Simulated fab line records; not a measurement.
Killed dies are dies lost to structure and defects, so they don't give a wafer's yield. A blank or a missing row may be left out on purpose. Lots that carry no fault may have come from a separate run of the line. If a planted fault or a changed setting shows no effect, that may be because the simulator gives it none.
Chamber matching :: flow nand_harc :: NHARC_A_CONTACT_DESCUM_13 on rie_diel-05: 4 sister chambers
The step chemistry O2, time 3 s. 4 wafers are shown with their chamber, then 9 later ones without.

## WAFERS WITH THEIR CHAMBER
wafer: L386.3
chamber: 3
drypump_motor_current_A (A): 5.9

wafer: L389.1
chamber: 0
drypump_motor_current_A (A): 5.4

wafer: L389.2
chamber: 2
drypump_motor_current_A (A): 5.7

wafer: L389.3
chamber: 1
drypump_motor_current_A (A): 6.6

## WAFERS MISSING THEIR CHAMBER
wafer: L390.1
drypump_motor_current_A (A): 5.8

wafer: L390.2
drypump_motor_current_A (A): 6.6

wafer: L390.4
drypump_motor_current_A (A): 5.4

wafer: L388.1
drypump_motor_current_A (A): 5.7

wafer: L388.2
drypump_motor_current_A (A): 5.5

wafer: L388.3
drypump_motor_current_A (A): 6.6

wafer: L391.2
drypump_motor_current_A (A): 6.6

wafer: L391.3
drypump_motor_current_A (A): 5.8

wafer: L391.6
drypump_motor_current_A (A): 5.8

## THE CHAMBER EACH PASSED THROUGH
wafer: L390.1
from the rows above: can't be placed: 2 or 3
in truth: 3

wafer: L390.2
from the rows above: 1
in truth: 1

wafer: L390.4
from the rows above: 0
in truth: 0

wafer: L388.1
from the rows above: 2
in truth: 2

wafer: L388.2
from the rows above: can't be placed: 0 or 2
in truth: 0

wafer: L388.3
from the rows above: 1
in truth: 1

wafer: L391.2
from the rows above: 1
in truth: 1

wafer: L391.3
from the rows above: can't be placed: 2 or 3
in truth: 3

wafer: L391.6
from the rows above: can't be placed: 2 or 3
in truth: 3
Placed correctly: 5 of 9. Cannot be placed on the basis of these rows: 4; the candidates contain the true chamber in 4. Number placed wrongly: 0.
How it was worked out, from the rows above alone: a wafer's distance from a chamber is the root of the sum, over the readings, of the square of ((its reading less the chamber's mean) divided by the reading's scatter). If the next closest chamber is less than 2 further off than the closest, the wafer can't be placed; otherwise it belongs to the closest. For every chamber, the mean is computed from those of its wafers that are shown. The scatter: root of mean squared gap, hidden wafer to nearest shown wafer, with one shown wafer a chamber.
